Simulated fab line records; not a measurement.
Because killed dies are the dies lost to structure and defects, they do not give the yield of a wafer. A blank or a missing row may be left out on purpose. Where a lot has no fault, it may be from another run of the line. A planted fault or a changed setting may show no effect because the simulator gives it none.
Chamber matching | flow n5-finfet | N5_BEOL_M2_DEP_57 on pecvd-03 has 3 sister chambers
The step deposits SiCN from 3MS/NH3, target thk 8 nm, time 14 s. 14 wafers are shown with their chamber, then 7 later ones without.

== WAFERS PAIRED WITH THEIR CHAMBERS ==
wafer  | chamber | throttle-valve-pct (%) | showerhead-plenum-p-Torr (Torr) | chamber-pressure-Torr (Torr)
L076.2 | 1       | 9.4                    | 3.695                           | 3.006
L076.3 | 2       | 8.0                    | 3.695                           | 3.001
L076.6 | 0       | 11.0                   | 3.652                           | 2.994
L087.1 | 0       | 11.0                   | 3.649                           | 3.002
L087.4 | 0       | 11.1                   | 3.658                           | 3.007
L087.5 | 2       | 7.8                    | 3.678                           | 2.996
L085.3 | 1       | 9.5                    | 3.686                           | 2.997
L085.5 | 0       | 10.6                   | 3.660                           | 3.005
L085.6 | 1       | 9.3                    | 3.685                           | 3.006
L089.2 | 2       | 8.3                    | 3.695                           | 3.003
L089.3 | 1       | 9.7                    | 3.686                           | 3.016
L089.5 | 1       | 9.2                    | 3.690                           | 3.022
L090.1 | 1       | 9.6                    | 3.687                           | 3.010
L090.3 | 2       | 8.5                    | 3.688                           | 3.000

SIGNATURES, as means of the wafers listed above
reading                  | chamber 0 | chamber 1 | chamber 2 | scatter within a chamber
throttle-valve-pct       | 10.925    | 9.450     | 8.150     | 0.236
showerhead-plenum-p-Torr | 3.65475   | 3.68817   | 3.68900   | 0.00559
chamber-pressure-Torr    | 3.00200   | 3.00950   | 3.00000   | 0.00677
Rule: a wafer lies at a distance from a chamber equal to the root of the sum of squares, over the readings, of (its reading less the chamber's mean, divided by the reading's scatter). The wafer belongs to the nearest chamber; if the next one is less than 2 further off, it can't be placed. How the scatter is found: for the shown wafers, subtract from each reading the mean of its chamber, square and add these, divide the total by (wafers less chambers), then take the root.

== WAFERS WHOSE CHAMBER IS MISSING ==
wafer  | throttle-valve-pct (%) | showerhead-plenum-p-Torr (Torr) | chamber-pressure-Torr (Torr)
L090.6 | 8.1                    | 3.681                           | 2.992
L091.1 | 9.6                    | 3.687                           | 3.002
L091.4 | 8.2                    | 3.684                           | 2.994
L091.6 | 9.5                    | 3.700                           | 2.987
L097.1 | 9.4                    | 3.696                           | 2.992
L097.3 | 11.2                   | 3.652                           | 2.990
L097.4 | 9.5                    | 3.688                           | 2.996

== THE CHAMBER EACH PASSED THROUGH ==
wafer  | from the rows above | in truth
L090.6 | 2                   | 2
L091.1 | 1                   | 1
L091.4 | 2                   | 2
L091.6 | 1                   | 1
L097.1 | 1                   | 1
L097.3 | 0                   | 0
L097.4 | 1                   | 1
Correctly placed: 7 of 7. From these rows, 0 cannot be placed. Number placed wrongly: 0.
